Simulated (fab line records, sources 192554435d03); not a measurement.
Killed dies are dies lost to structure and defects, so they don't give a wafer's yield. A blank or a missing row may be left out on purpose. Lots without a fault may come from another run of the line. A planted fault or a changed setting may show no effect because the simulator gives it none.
Which tool did it? | flow n5_finfet | 8 lots, 24 wafers sampled, at 2 steps of a route of 1938

WHAT THE GAUGES READ, wafer by wafer
N5_BEOL_M2_INSPECT_30: inspects for defects (brightfield).
lot  | measured     | on                | raw_defect_count
L158 | day 7 00:07  | defect_inspect-01 | 388 455 475
L163 | day 8 06:08  | defect_inspect-02 | 395 432 611
L165 | day 9 00:48  | defect_inspect-02 | 454 1213 520
L169 | day 10 01:25 | defect_inspect-02 | 395 422 535
L168 | day 10 09:59 | defect_inspect-02 | 404 258 312
L176 | day 11 13:32 | defect_inspect-02 | 383 287 508
L178 | day 12 09:08 | defect_inspect-02 | 383 269 300
L179 | day 12 19:55 | defect_inspect-02 | 446 392 299

WHICH TOOL RAN EACH LOT (tool, then ch and the chambers of the sampled wafers, then the start)
lot  | N5_BEOL_M2_ETCH_74
L158 | rie_diel-05 ch 0,1,2, day 6 23:16
L163 | rie_diel-06 ch 0,1,2, day 8 05:13
L165 | rie_diel-06 ch 0,3, day 8 23:40
L169 | rie_diel-05 ch 1,2,3, day 10 00:37
L168 | rie_diel-04 ch 1,2,3, day 10 09:00
L176 | rie_diel-04 ch 0,1,3, day 11 12:44
L178 | rie_diel-06 ch 0,2,3, day 12 08:19
L179 | rie_diel-05 ch 0,3, day 12 18:59
- N5_BEOL_M2_ETCH_74: etches underlayer in N2/H2, target depth 6.5 nm, time 5.2 s.

THE ANSWER, worked out from the rows above alone
Rule: what is usual is taken from the lots themselves. Put in order of their means at a reading, lots are off if they are a third of the lots or fewer, leave a main group of 4 or more, and stand apart from it by a gap of 3 or more times the standard deviation of the main group's means; of several such gaps the widest counts. A main group whose means are all the same, to the digits that the tables above print for the reading, isn't used. A lot without any number at a reading at which 4 lots or more have one is off too. The other lots that the step has rows for count as sound.
Off: L165, at N5_BEOL_M2_INSPECT_30 (raw_defect_count). The main group: mean 398, standard deviation 58.
A tool fits if, at a process step before that reading, it ran every lot that is off, and no sound lot after the first of them. The gauges at N5_BEOL_M2_INSPECT_30 are tried like those tools. None of those tried fits.

WHAT THE SIMULATOR HAD PUT IN
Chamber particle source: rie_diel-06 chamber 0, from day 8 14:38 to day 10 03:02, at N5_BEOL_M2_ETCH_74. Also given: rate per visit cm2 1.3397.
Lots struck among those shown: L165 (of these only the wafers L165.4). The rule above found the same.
